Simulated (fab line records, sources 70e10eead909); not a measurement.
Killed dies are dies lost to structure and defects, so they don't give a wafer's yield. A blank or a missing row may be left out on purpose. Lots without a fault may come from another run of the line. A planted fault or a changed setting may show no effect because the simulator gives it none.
One fault seen from 2 desks | flow nand_harc | each desk has only its own numbers; what lay behind them comes last

THE TOOL OWNER'S DESK: pecvd-03
The tool's own readings at NHARC_A_STAIRCASE_DEP_151 (deposits SiO2, target thk 3800 nm): means of the sampled wafers that have a number, for each lot that ran on this tool. A lot is out of limits, marked OUT, if its mean lies more than 4 standard deviations from the usual mean; the brackets give that distance.
Columns: A = heater_power_w at NHARC_A_STAIRCASE_DEP_151, usual 635 W; B = rf_fwd_power_W at NHARC_A_STAIRCASE_DEP_151, usual 499.5 W
lot  | first seen here | A   | B
L469 | day 12 19:31    | 559 | 498.5
L479 | day 14 19:47    | 592 | 500.4
L480 | day 15 17:56    | 679 | 498.4
This desk's finding: nothing out of limits on any of the 3 lots.

THE METROLOGY DESK
What the gauges read, lot by lot, whatever tool the lot ran on: means of the sampled wafers that have a number. A lot is out of limits, marked OUT, if its mean lies more than 4 standard deviations from the usual mean; the brackets give that distance.
Columns: A = thk_nm at NHARC_THIN_TSV_THK_MEAS_02, usual 3017 nm
lot  | first seen here | A
L469 | day 19 08:37    | 2941
L470 | day 19 11:49    | 2587
L474 | day 19 16:56    | 2982
L472 | day 20 03:53    | 2784
L483 | day 21 13:05    | 3017
L479 | day 21 14:18    | 2814
L480 | day 21 15:29    | 3146
L485 | day 23 04:14    | 2689
L486 | day 23 07:50    | 2805
L488 | day 23 10:09    | 3094
L487 | day 23 12:33    | 2911
L490 | day 23 13:58    | 3142
L491 | day 24 06:32    | 2994
L492 | day 24 12:31    | 3002
This desk's finding: nothing out of limits on any of the 14 lots.

PUT TOGETHER
The tool owner's desk saw nothing out of limits.
The metrology desk saw nothing out of limits.

WHAT THE SIMULATOR HAD PUT IN
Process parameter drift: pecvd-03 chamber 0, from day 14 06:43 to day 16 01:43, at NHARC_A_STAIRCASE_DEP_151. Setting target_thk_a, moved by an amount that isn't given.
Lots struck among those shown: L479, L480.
